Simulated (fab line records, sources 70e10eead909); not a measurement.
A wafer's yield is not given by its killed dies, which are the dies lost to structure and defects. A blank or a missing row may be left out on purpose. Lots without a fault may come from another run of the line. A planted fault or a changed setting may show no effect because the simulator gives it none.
Which tool did it? ; flow nand_harc ; 36 wafers from 12 lots sampled at 6 of the route's 1302 steps

## WHAT EACH GAUGE READ, for each wafer
NHARC_A_CONTACT_OVL_MEAS_43.
lot;measured;on;overlay_x_nm (nm)
L075;day 21 19:04;overlay-01;0.1 1.3 0.7
L077;day 24 03:15;overlay-01;1.9 2.0 2.3
L079;day 23 19:16;overlay-01;-0.2 -0.4 -0.2
L081;day 23 23:28;overlay-01;1.0 1.5 1.3
L083;day 25 12:55;overlay-02;1.4 1.0 1.2
L085;day 26 16:24;overlay-02;1.3 0.8 0.7
L087;day 27 09:22;overlay-02;0.8 1.1 0.9
L089;day 27 13:07;overlay-02;0.9 0.4 0.7
L092;day 28 08:50;overlay-01;1.5 1.9 1.2
L093;day 29 11:07;overlay-02;0.4 0.8 0.3
L096;day 30 18:37;overlay-02;-0.1 0.1 0.3
L097;day 31 04:41;overlay-02;-0.2 0.0 0.1

## EACH LOT AND THE TOOL THAT RAN IT (in order: tool; ch and the chambers of the sampled wafers; start)
lot;NHARC_A_STAIRCASE_DEP_417;NHARC_A_STAIRCASE_CMP_472;NHARC_A_SGD_CUT_ETCH_15;NHARC_A_WL_FILL_STRIP_29;NHARC_A_CONTACT_DEP_29
L075;pecvd-04 ch 0,2, day 17 19:01;cmp-01 ch 0,1,2, day 19 11:23;rie_diel-04 ch 1,2,3, day 21 05:22 or earlier;rie_diel-11 ch 1,2, day 21 05:22;pecvd-01 ch 1,2, day 21 18:17
L077;pecvd-03 ch 0,1,2, day 19 17:56;cmp-01 ch 1,2, day 21 21:14;rie_diel-10 ch 0,1,2, day 23 14:41 or earlier;rie_diel-11 ch 0,2,3, day 23 14:41;pecvd-01 ch 0,1,2, day 24 02:39
L079;pecvd-01 ch 0,1, day 19 21:34;cmp-01 ch 1,2,3, day 21 18:26;rie_diel-04 ch 0,1,2, day 23 07:22 or earlier;rie_diel-07 ch 0,1,3, day 23 07:22;pecvd-01 ch 1,2, day 23 18:35
L081;pecvd-01 ch 1,2, day 20 02:35;cmp-03 ch 0,3, day 21 22:58;rie_diel-04 ch 1,2, day 23 10:22 or earlier;rie_diel-05 ch 0,1, day 23 10:22;pecvd-01 ch 0,1, day 23 22:47
L083;pecvd-03 ch 0,1, day 21 08:45;cmp-01 ch 0,1, day 23 07:58;rie_diel-10 ch 0,3, day 24 23:48 or earlier;rie_diel-05 ch 2,3, day 24 23:48;pecvd-04 ch 0,2, day 25 12:16
L085;pecvd-01 ch 0,1, day 22 10:26;cmp-03 ch 0,3, day 24 07:56;rie_diel-04 ch 0,1, day 26 04:11 or earlier;rie_diel-05 ch 0,1,2, day 26 04:11;pecvd-04 ch 0,1,2, day 26 15:35
L087;pecvd-03 ch 0,1, day 23 08:10;cmp-03 ch 0,3, day 25 02:34;rie_diel-04 ch 0,1,3, day 26 21:07 or earlier;rie_diel-07 ch 0,1,2, day 26 21:07;pecvd-01 ch 0,1,2, day 27 08:37
L089;pecvd-01 ch 1,2, day 23 09:31;cmp-01 ch 0,3, day 25 02:59;rie_diel-10 ch 0,2,3, day 26 23:56 or earlier;rie_diel-07 ch 1,2,3, day 26 23:56;pecvd-01 ch 0,1, day 27 12:18
L092;pecvd-01 ch 0,2, day 24 07:40;cmp-03 ch 0,2,3, day 26 01:42;rie_diel-09 ch 0,2,3, day 27 20:54 or earlier;rie_diel-11 ch 1,2, day 27 20:54;pecvd-04 ch 0,1,2, day 28 08:11
L093;pecvd-03 ch 1,2, day 25 04:28;cmp-03 ch 1,2, day 27 00:46;rie_diel-10 ch 0,1,2, day 28 14:39 or earlier;rie_diel-11 ch 0,1, day 28 14:39;pecvd-01 ch 0,2, day 29 07:38
L096;pecvd-01 ch 0,2, day 26 10:47;cmp-04 ch 1,2, day 28 08:14;rie_diel-10 ch 0,2, day 30 03:52 or earlier;rie_diel-07 ch 1,3, day 30 03:52;pecvd-01 ch 0,1,2, day 30 17:50
L097;pecvd-04 ch 0,2, day 27 04:17;cmp-03 ch 2,3, day 29 00:04;rie_diel-04 ch 0,2,3, day 30 15:30 or earlier;rie_diel-07 ch 0,2, day 30 15:30;pecvd-04 ch 1,2, day 31 03:53
- NHARC_A_STAIRCASE_DEP_417: deposits Si3N4, target thk 60 nm.
- NHARC_A_STAIRCASE_CMP_472: polishes SiO2.
- NHARC_A_SGD_CUT_ETCH_15: etches the open film in CH3F/O2, target depth 75 nm, time 64.3 s.
- NHARC_A_WL_FILL_STRIP_29: strips in O2, time 20 s.
- NHARC_A_CONTACT_DEP_29: deposits SiON, target thk 100 nm.

## THE ANSWER, worked out from the rows above alone
Rule: usual is defined by the lots themselves. The widest of any qualifying gaps counts: lots, ordered by their means at a reading, are off when they make up no more than a third of the lots, leave a main group of 4 or more, and stand apart from it by 3 or more times the standard deviation of that group's means. A main group is skipped when, at the precision printed for the reading in the tables above, its means are all equal. A lot without any number at a reading at which 4 lots or more have one is off too. Where the step has rows for the other lots, those lots are counted as sound.
No lot is off at any reading shown: from this, nothing can be told.

## WHAT THE SIMULATOR PUT IN
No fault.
